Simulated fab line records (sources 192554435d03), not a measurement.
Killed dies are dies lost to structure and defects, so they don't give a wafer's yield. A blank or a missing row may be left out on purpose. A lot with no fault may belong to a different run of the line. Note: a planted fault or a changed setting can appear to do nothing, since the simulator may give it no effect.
fab line records ; flow n5_finfet
[record] lots = 7; wafers = 39
route steps=1938 shown DUMMY_GATE@228 SD_EPI_N@293 HKMG_FIN@386
start_h: hours from the record's opening day to when the first of the lot's shown wafers began ; wait_h: hours elapsed since this lot's preceding step ; " as in the row above ; L1.1+2: one row covering several wafers at once ; - no value, or no start given ; * or withheld: withheld ; < > ~ a bound
route shown NAME@n: names a module that has steps shown in the file, with the first one's number in the route ; usual: mean/standard deviation of fault-free wafers ; same: alike in all rows ; chamber/n: place in a boat ; sites: each site's reading ; _std_site: how widely they spread, as a standard deviation ; _edge_site: inner sites' mean taken away from outer sites' mean ; radius_mm: how far each site lies from the wafer's centre ; mask NAME#n: copy n ; behind: the tool/chamber that last shaped the wafer ; hold: why the lot was held/for how many hours/how that ended ; device: names the non-switching transistor (n, p or np) ; end of line: the same wafers' tests at the end of the route ; a step without rows: its recipe alone ; killed: dies that structure and defects cost at the first sort, which is not the same as the wafer's yield ; map: per-die view of a wafer (x killed, . not killed, _ where there is no die)
set.NAME: the setting that was run; set.NAME@STEP: the one run at that earlier step ; model.NAME: the simulator's own value behind a step, which no gauge read
lots where settings were altered on purpose, with a table for each step and a row for each wafer
[[steps]]
[step N5_DUMMY_GATE_EXPOSE_12]
[recipe] mask_id = GATE; na = 0.33; source_shape = annular; sigma_inner = 0.2; sigma_outer = 0.6; polarization = unpolarized; target_cd_nm = 25; dose_mj = 34
lot.wafer;tool;chamber;start_h;wait_h;mask;set.dose_mj
L074.1+2+3+4+5+6;euv_scanner-02;0;45.85;-;GATE#0;34
L081.2+4+5;euv_scanner-02;0;87.75;-;GATE#0;34
L084.1+2+3+4+5+6;euv_scanner-02;0;106.19;-;GATE#0;34
L093.1+3+4;euv_scanner-01;0;161.74;-;GATE#0;31.86
L093.2+5+6;euv_scanner-01;0;161.74;-;GATE#0;34
L094.1+3+4;euv_scanner-01;0;165.71;-;GATE#0;31.41
L094.2+5+6;euv_scanner-01;0;165.71;-;GATE#0;34
L095.1+2+4;euv_scanner-02;0;171.86;-;GATE#0;34
L095.3+5+6;euv_scanner-02;0;171.86;-;GATE#0;35.81
L097.1+3+4;euv_scanner-01;0;190.61;-;GATE#0;32.48
L097.2+5+6;euv_scanner-01;0;190.61;-;GATE#0;34
[step N5_DUMMY_GATE_PEB_13]
[recipe] peb_temp_c = 100; peb_time_s = 60; resist = CAR-EUV
[step N5_DUMMY_GATE_DEVELOP_14]
[recipe] develop_time_s = 30; developer = TMAH; resist = CAR-EUV; rinse_liquid = surfactant_rinse; dry = air_spin; dev_temp_c = 23
[step N5_DUMMY_GATE_CD_MEAS_15]
[recipe] target_cd_nm = 25.8; landing_energy_ev = 500; detector = se_inlens
[usual] cd_nm = 24.90/0.22
lot.wafer;tool;chamber;start_h;wait_h;set.dose_mj@DUMMY_GATE_EXPOSE_12;cd_nm
L074.1;cd_sem-02;0;45.98;-;34;24.90
L074.2;cd_sem-02;0;45.98;-;34;24.88
L074.3;cd_sem-02;0;45.98;-;34;24.99
L074.4;cd_sem-02;0;45.98;-;34;24.65
L074.5;cd_sem-02;0;45.98;-;34;25.04
L074.6;cd_sem-02;0;45.98;-;34;25.00
L081.2;cd_sem-03;0;87.87;-;34;24.67
L081.4;cd_sem-03;0;87.87;-;34;25.25
L081.5;cd_sem-03;0;87.87;-;34;24.80
L084.1;cd_sem-02;0;106.32;-;34;24.55
L084.2;cd_sem-02;0;106.32;-;34;24.56
L084.3;cd_sem-02;0;106.32;-;34;24.73
L084.4;cd_sem-02;0;106.32;-;34;24.96
L084.5;cd_sem-02;0;106.32;-;34;24.35
L084.6;cd_sem-02;0;106.32;-;34;25.26
L093.1;cd_sem-03;0;161.87;-;31.86;26.27
L093.2;cd_sem-03;0;161.87;-;34;25.23
L093.3;cd_sem-03;0;161.87;-;31.86;25.95
L093.4;cd_sem-03;0;161.87;-;31.86;26.25
L093.5;cd_sem-03;0;161.87;-;34;25.01
L093.6;cd_sem-03;0;161.87;-;34;25.16
L094.1;cd_sem-01;0;165.84;-;31.41;26.26
L094.2;cd_sem-01;0;165.84;-;34;25.02
L094.3;cd_sem-01;0;165.84;-;31.41;26.19
L094.4;cd_sem-01;0;165.84;-;31.41;26.62
L094.5;cd_sem-01;0;165.84;-;34;24.77
L094.6;cd_sem-01;0;165.84;-;34;24.85
L095.1;cd_sem-01;0;171.99;-;34;24.86
L095.2;cd_sem-01;0;171.99;-;34;24.88
L095.3;cd_sem-01;0;171.99;-;35.81;23.91
L095.4;cd_sem-01;0;171.99;-;34;24.99
L095.5;cd_sem-01;0;171.99;-;35.81;24.24
L095.6;cd_sem-01;0;171.99;-;35.81;23.92
L097.1;cd_sem-02;0;190.73;-;32.48;25.70
L097.2;cd_sem-02;0;190.73;-;34;25.05
L097.3;cd_sem-02;0;190.73;-;32.48;25.84
L097.4;cd_sem-02;0;190.73;-;32.48;25.98
L097.5;cd_sem-02;0;190.73;-;34;25.01
L097.6;cd_sem-02;0;190.73;-;34;24.94
[step N5_DUMMY_GATE_ETCH_37]
[recipe] chemistry = N2/H2; target = SOC; target_depth_a = 600; overetch_a = 300; temp_c = 40; ion_energy_ev = 200; pressure_mtorr = 30; source_w = 840; bias_w = 150; n2_flow_sccm = 200; h2_flow_sccm = 200
[usual] rf_vpp_V = 524.7/2.2
lot.wafer;tool;chamber;start_h;wait_h;set.source_w;rf_vpp_V
L074.1;rie_diel-03;0;46.45;0.0;704.4;559.8
L074.2;rie_diel-03;2;46.45;0.0;704.4;552.7
L074.3;rie_diel-03;1;46.45;0.0;840;525.0
L074.4;rie_diel-03;1;46.45;0.0;840;523.0
L074.5;rie_diel-03;0;46.45;0.0;704.4;558.1
L074.6;rie_diel-03;2;46.45;0.0;840;523.4
L081.2;rie_diel-01;1;88.15;0.0;840;522.2
L081.4;rie_diel-01;0;88.15;0.0;840;527.3
L081.5;rie_diel-01;1;88.15;0.0;840;522.4
L084.1;rie_diel-02;0;106.59;0.0;987.7;497.8
L084.2;rie_diel-02;2;106.59;0.0;840;525.8
L084.3;rie_diel-02;3;106.59;0.0;840;522.0
L084.4;rie_diel-02;1;106.59;0.0;987.7;494.1
L084.5;rie_diel-02;1;106.59;0.0;987.7;494.8
L084.6;rie_diel-02;2;106.59;0.0;840;526.3
L093.1;rie_diel-03;0;162.44;0.0;840;527.1
L093.2;rie_diel-03;1;162.44;0.0;840;523.3
L093.3;rie_diel-03;2;162.44;0.0;840;524.0
L093.4;rie_diel-03;3;162.44;0.0;840;529.4
L093.5;rie_diel-03;3;162.44;0.0;840;528.6
L093.6;rie_diel-03;0;162.44;0.0;840;526.7
L094.1;rie_diel-01;1;166.12;0.0;840;522.3
L094.2;rie_diel-01;0;166.12;0.0;840;528.1
L094.3;rie_diel-01;3;166.12;0.0;840;523.5
L094.4;rie_diel-01;2;166.12;0.0;840;525.5
L094.5;rie_diel-01;1;166.12;0.0;840;522.4
L094.6;rie_diel-01;0;166.12;0.0;840;527.4
L095.1;rie_diel-01;0;172.28;0.0;840;526.1
L095.2;rie_diel-01;3;172.28;0.0;840;521.8
L095.3;rie_diel-01;1;172.28;0.0;840;520.3
L095.4;rie_diel-01;2;172.28;0.0;840;524.3
L095.5;rie_diel-01;0;172.28;0.0;840;526.5
L095.6;rie_diel-01;1;172.28;0.0;840;521.8
L097.1;rie_diel-03;0;191.01;0.0;840;525.0
L097.2;rie_diel-03;2;191.01;0.0;840;522.6
L097.3;rie_diel-03;3;191.01;0.0;773.9;543.5
L097.4;rie_diel-03;1;191.01;0.0;773.9;537.6
L097.5;rie_diel-03;1;191.01;0.0;840;524.4
L097.6;rie_diel-03;0;191.01;0.0;773.9;541.8
[step N5_SD_EPI_N_LINER_46]
[recipe] material = SiNx; target_thk_a = 30; temp_c = 400; ald_precursor_family = SiH2I2; ald_co_reactant = N2/H2-plasma; pressure_torr = 2
lot.wafer;tool;chamber;start_h;wait_h;set.target_thk_a;model.SiNx_of_SD_EPI_N_LINER_46.thk_nm
L074.1+2+3;ald_sin-04;0,1,2;53.28;0.3;26.56;2.6
L074.4+5+6;ald_sin-04;3,1,2;53.28;0.3;30;3
L081.2+4+5;ald_sin-02;0,1,2;96.38;0.6;30;3
L084.1+2+3;ald_sin-04;3,1,2;112.53;0.2;25.77;2.6
L084.4+5+6;ald_sin-04;0,1,0;112.53;0.2;30;3
L093.1+2+6;ald_sin-02;2,1,0;168.86;0.2;30;3
L093.3+4+5;ald_sin-02;3,0,3;168.86;0.2;28.51;2.8
L094.1+5+6;ald_sin-04;0,3,2;172.84;0.4;34.28;3.4
L094.2+3+4;ald_sin-04;3,2,1;172.84;0.4;30;3
L095.1+4+6;ald_sin-04;2,0,2;178.34;0.2;32.22;3.2
L095.2+3+5;ald_sin-04;3,1,3;178.34;0.2;30;3
L097.1;ald_sin-02;2;197.44;0.2;25.2;2.4
L097.2+4;ald_sin-02;1,0;197.44;0.2;25.2;2.6
L097.3+5+6;ald_sin-02;3,2,1;197.44;0.2;30;3
[step N5_HKMG_FIN_HK_ALD_01]
[recipe] material = HfO2; target_thk_a = 16; temp_c = withheld; ald_precursor_family = HfCl4; ald_co_reactant = H2O; pulse_time_s = 3; purge_time_s = 3; co_reactant_purge_time_s = 2.5; co_reactant_pulse_time_s = 0.3; ald_cycles = 30
lot.wafer;tool;chamber;start_h;wait_h;set.ald_cycles
L074.1+4+6;ald_hk-02;3,1,3;73.13;0.0;30
L074.2+3+5;ald_hk-02;0,2,2;73.13;0.0;35
L081.2+4+5;ald_hk-02;1,3,2;113.43;0.0;30
L084.1+2+3+4+5+6;ald_hk-03;3,2,1,0,0,1;129.81;0.0;30
L093.1+3+6;ald_hk-01;0,2,1;187.50;0.0;30
L093.2+4+5;ald_hk-01;1,3,2;187.50;0.0;33
L094.1+2+3+4+5+6;ald_hk-03;1,3,0,2,1,2;191.62;0.0;30
L095.1+2+3+4+5+6;ald_hk-01;0,2,3,1,3,2;195.13;0.0;30
L097.1+3+6;ald_hk-01;0,2,2;215.42;0.0;30
L097.2+4+5;ald_hk-01;1,3,3;215.42;0.0;26
[step N5_HKMG_FIN_ETCH_58]
[recipe] chemistry = N2/H2; target = SOC; target_depth_a = 2158; ion_energy_ev = 50; bias_w = 13; time_s = 741; pressure_mtorr = 30; source_w = 875; n2_flow_sccm = 200; h2_flow_sccm = 200
[usual] rf_vpp_V = 99.2/0.85
lot.wafer;tool;chamber;start_h;wait_h;set.bias_w;rf_vpp_V
L074.1;rie_diel-04;2;74.90;0.0;13;98.6
L074.2;rie_diel-04;0;74.90;0.0;11.01;89.1
L074.3;rie_diel-04;1;74.90;0.0;13;100.7
L074.4;rie_diel-04;3;74.90;0.0;11.01;88.5
L074.5;rie_diel-04;2;74.90;0.0;11.01;89.3
L074.6;rie_diel-04;1;74.90;0.0;13;98.9
L081.2;rie_diel-05;3;114.64;0.0;13;99.2
L081.4;rie_diel-05;2;114.64;0.0;13;97.8
L081.5;rie_diel-05;2;114.64;0.0;13;99.5
L084.1;rie_diel-05;2;131.05;0.0;13;99.3
L084.2;rie_diel-05;0;131.05;0.0;13;97.8
L084.3;rie_diel-05;1;131.05;0.0;13;98.1
L084.4;rie_diel-05;3;131.05;0.0;13;99.6
L084.5;rie_diel-05;1;131.05;0.0;13;98.9
L084.6;rie_diel-05;0;131.05;0.0;13;98.6
L093.1;rie_diel-06;2;188.86;0.0;14.89;109.9
L093.2;rie_diel-06;0;188.86;0.0;13;98.9
L093.3;rie_diel-06;3;188.86;0.0;13;98.9
L093.4;rie_diel-06;1;188.86;0.0;14.89;106.5
L093.5;rie_diel-06;2;188.86;0.0;14.89;108.7
L093.6;rie_diel-06;3;188.86;0.0;13;98.0
L094.1;rie_diel-06;3;192.84;0.0;13;98.4
L094.2;rie_diel-06;0;192.84;0.0;13;99.0
L094.3;rie_diel-06;2;192.84;0.0;13;100.8
L094.4;rie_diel-06;1;192.84;0.0;13;97.9
L094.5;rie_diel-06;2;192.84;0.0;13;98.4
L094.6;rie_diel-06;1;192.84;0.0;13;98.9
L095.1;rie_diel-06;3;196.77;0.0;12.12;94.1
L095.2;rie_diel-06;2;196.77;0.0;13;100.7
L095.3;rie_diel-06;1;196.77;0.0;12.12;95.3
L095.4;rie_diel-06;0;196.77;0.0;12.12;94.3
L095.5;rie_diel-06;1;196.77;0.0;13;98.8
L095.6;rie_diel-06;0;196.77;0.0;13;97.6
L097.1;rie_diel-04;3;216.75;0.0;10.51;84.9
L097.2;rie_diel-04;2;216.75;0.0;13;100.1
L097.3;rie_diel-04;0;216.75;0.0;10.51;86.5
L097.4;rie_diel-04;2;216.75;0.0;13;99.8
L097.5;rie_diel-04;0;216.75;0.0;10.51;85.8
L097.6;rie_diel-04;3;216.75;0.0;13;97.8
[step N5_HKMG_FIN_STRIP_93]
[recipe] chemistry = N2/H2; material = SOC; time_s = 20; power_w = 500; temp_c = 40; pressure_mtorr = 50; rf_frequency_hz = 6e+07; bias_power_w = 8; h2_frac = 0.5; n2_flow_sccm = 300; h2_flow_sccm = 300
[step N5_HKMG_FIN_WET_ETCH_76]
[recipe] chemistry = dNH4OH; mix = 1:50; temp_c = 25; target = Al2O3; stop_on = La2O3; target_depth_nm = 2.25; dry = ipa_marangoni; rinse_time_s = 30; rinse_temp_c = 23
[step N5_HKMG_FIN_WET_ETCH_82]
[recipe] chemistry = dHCl; mix = 1:10000; temp_c = 25; target = La2O3; stop_on = HfO2; target_depth_nm = 2; dry = ipa_marangoni; rinse_time_s = 30; rinse_temp_c = 23
[step N5_HKMG_FIN_ALD_36]
[recipe] material = TiN; target_thk_a = 10; temp_c = 400; ald_precursor_family = TiCl4; ald_co_reactant = NH3; pulse_time_s = 1; purge_time_s = 3; co_reactant_purge_time_s = 2; co_reactant_pulse_time_s = 2; ald_cycles = 47; pressure_torr = 3
[step N5_HKMG_FIN_THK_MEAS_70]
[recipe] thk_meas_gauge = xrf; reads = HfO2_of_HKMG_FIN_HK_ALD_01
[usual] HK_THK = 1.572/0.022
lot.wafer;tool;chamber;start_h;wait_h;set.ald_cycles@HKMG_FIN_HK_ALD_01;HK_THK[nm]
L074.1;film_metro-02;-;77.11;0.2;30;1.605
L074.2;film_metro-02;-;77.11;0.2;35;1.797
L074.3;film_metro-02;-;77.11;0.2;35;1.849
L074.4;film_metro-02;-;77.11;0.2;30;1.564
L074.5;film_metro-02;-;77.11;0.2;35;1.845
L074.6;film_metro-02;-;77.11;0.2;30;1.599
L081.2;film_metro-02;-;116.75;0.2;30;1.600
L081.4;film_metro-02;-;116.75;0.2;30;1.578
L081.5;film_metro-02;-;116.75;0.2;30;1.634
L084.1;film_metro-02;-;133.26;0.2;30;1.520
L084.2;film_metro-02;-;133.26;0.2;30;1.580
L084.3;film_metro-02;-;133.26;0.2;30;1.544
L084.4;film_metro-02;-;133.26;0.2;30;1.575
L084.5;film_metro-02;-;133.26;0.2;30;1.557
L084.6;film_metro-02;-;133.26;0.2;30;1.546
L093.1;film_metro-02;-;190.97;0.2;30;1.589
L093.2;film_metro-02;-;190.97;0.2;33;1.730
L093.3;film_metro-02;-;190.97;0.2;30;1.564
L093.4;film_metro-02;-;190.97;0.2;33;1.728
L093.5;film_metro-02;-;190.97;0.2;33;1.687
L093.6;film_metro-02;-;190.97;0.2;30;1.603
L094.1;film_metro-02;-;194.95;0.2;30;1.578
L094.2;film_metro-02;-;194.95;0.2;30;1.538
L094.3;film_metro-02;-;194.95;0.2;30;1.566
L094.4;film_metro-02;-;194.95;0.2;30;1.589
L094.5;film_metro-02;-;194.95;0.2;30;1.566
L094.6;film_metro-02;-;194.95;0.2;30;1.563
L095.1;film_metro-01;-;198.88;0.2;30;1.558
L095.2;film_metro-01;-;198.88;0.2;30;1.559
L095.3;film_metro-01;-;198.88;0.2;30;1.578
L095.4;film_metro-01;-;198.88;0.2;30;1.566
L095.5;film_metro-01;-;198.88;0.2;30;1.579
L095.6;film_metro-01;-;198.88;0.2;30;1.549
L097.1;film_metro-01;-;218.86;0.2;30;1.582
L097.2;film_metro-01;-;218.86;0.2;26;1.383
L097.3;film_metro-01;-;218.86;0.2;30;1.575
L097.4;film_metro-01;-;218.86;0.2;26;1.357
L097.5;film_metro-01;-;218.86;0.2;26;1.365
L097.6;film_metro-01;-;218.86;0.2;30;1.573
[step N5_HKMG_FIN_ETCH_32]
[recipe] chemistry = N2/H2; target = SOC; target_depth_a = 2400; temp_c = 40; time_s = 300; ion_energy_ev = 200; mask_material = SiARC; pressure_mtorr = 30; source_w = 840; bias_w = 150; n2_flow_sccm = 200; h2_flow_sccm = 200
[usual] rf_vpp_V = 523.9/2.8
lot.wafer;tool;chamber;start_h;wait_h;set.bias_w;rf_vpp_V;model.SiARC_of_HKMG_FIN_COAT_30.thk_nm
L074.1;rie_diel-05;3;78.16;0.0;150;525.8;20.8
L074.2;rie_diel-05;2;78.16;0.0;150;525.3;21.6
L074.3;rie_diel-05;0;78.16;0.0;150;519.9;20.2
L074.4;rie_diel-05;1;78.16;0.0;150;517.7;20.6
L074.5;rie_diel-05;0;78.16;0.0;150;519.5;20.2
L074.6;rie_diel-05;3;78.16;0.0;150;525.7;20.6
L081.2;rie_diel-05;1;117.99;0.0;150;519.3;20.8
L081.4;rie_diel-05;0;117.99;0.0;150;521.9;20.4
L081.5;rie_diel-05;2;117.99;0.0;150;526.7;21.4
L084.1;rie_diel-04;2;134.31;0.0;165.3;557.3;19.4
L084.2;rie_diel-04;3;134.31;0.0;150;523.1;20.8
L084.3;rie_diel-04;1;134.31;0.0;165.3;560.1;18.8
L084.4;rie_diel-04;0;134.31;0.0;150;526.6;20.4
L084.5;rie_diel-04;3;134.31;0.0;150;520.7;20.8
L084.6;rie_diel-04;2;134.31;0.0;165.3;555.6;19.6
L093.1;rie_diel-04;3;192.02;0.0;166.5;555.3;19.6
L093.2;rie_diel-04;1;192.02;0.0;166.5;561.6;19.2
L093.3;rie_diel-04;2;192.02;0.0;166.5;559.2;19.6
L093.4;rie_diel-04;0;192.02;0.0;150;526.6;20.8
L093.5;rie_diel-04;2;192.02;0.0;150;524.2;21.2
L093.6;rie_diel-04;3;192.02;0.0;150;522.0;21.2
L094.1;rie_diel-05;3;196.42;0.0;141.7;505.8;21.2
L094.2;rie_diel-05;2;196.42;0.0;150;525.7;21.4
L094.3;rie_diel-05;0;196.42;0.0;150;518.0;20.2
L094.4;rie_diel-05;1;196.42;0.0;141.7;510.4;21.4
L094.5;rie_diel-05;0;196.42;0.0;150;519.0;20.2
L094.6;rie_diel-05;3;196.42;0.0;141.7;507.8;21
L095.1;rie_diel-05;2;199.99;0.0;150;524.4;21.4
L095.2;rie_diel-05;3;199.99;0.0;124.8;467.2;23.4
L095.3;rie_diel-05;0;199.99;0.0;150;520.3;20.4
L095.4;rie_diel-05;1;199.99;0.0;124.8;470.8;23.6
L095.5;rie_diel-05;0;199.99;0.0;150;520.5;20.4
L095.6;rie_diel-05;1;199.99;0.0;124.8;470.1;23.6
L097.1;rie_diel-06;2;219.92;0.0;150;527.0;21.2
L097.2;rie_diel-06;3;219.92;0.0;170.5;568.2;18.4
L097.3;rie_diel-06;1;219.92;0.0;150;521.1;21.8
L097.4;rie_diel-06;1;219.92;0.0;150;522.4;22
L097.5;rie_diel-06;3;219.92;0.0;170.5;569.2;18.4
L097.6;rie_diel-06;2;219.92;0.0;170.5;572.7;18.8
[[key]]
[split] step = N5_DUMMY_GATE_EXPOSE_12; setting = dose_mj; stated = 34; by = wafer
[response] step = N5_DUMMY_GATE_CD_MEAS_15; reading = cd_nm; change = -0.179; per = 1%; r = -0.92
[split] step = N5_DUMMY_GATE_ETCH_37; setting = source_w; stated = 840; by = wafer
[response] step = N5_DUMMY_GATE_ETCH_37; reading = rf_vpp_V; change = -1.87; per = 1%; r = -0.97
[split] step = N5_SD_EPI_N_LINER_46; setting = target_thk_a; stated = 30; by = wafer
[response] step = N5_SD_EPI_N_LINER_46; reading = model.SiNx_of_SD_EPI_N_LINER_46.thk_nm; change = +0.0298; per = 1%; r = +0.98
[split] step = N5_HKMG_FIN_HK_ALD_01; setting = ald_cycles; stated = 30; by = wafer
[response] step = N5_HKMG_FIN_THK_MEAS_70; reading = HK_THK; change = +0.0146; per = 1%; r = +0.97
[split] step = N5_HKMG_FIN_ETCH_58; setting = bias_w; stated = 13; by = wafer
[response] step = N5_HKMG_FIN_ETCH_58; reading = rf_vpp_V; change = +0.687; per = 1%; r = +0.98
[split] step = N5_HKMG_FIN_ETCH_32; setting = bias_w; stated = 150; by = wafer
[response] step = N5_HKMG_FIN_ETCH_32; reading = rf_vpp_V; change = +3.19; per = 1%; r = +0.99
[response] step = N5_HKMG_FIN_ETCH_32; reading = model.SiARC_of_HKMG_FIN_COAT_30.thk_nm; change = -0.173; per = 1%; r = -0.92
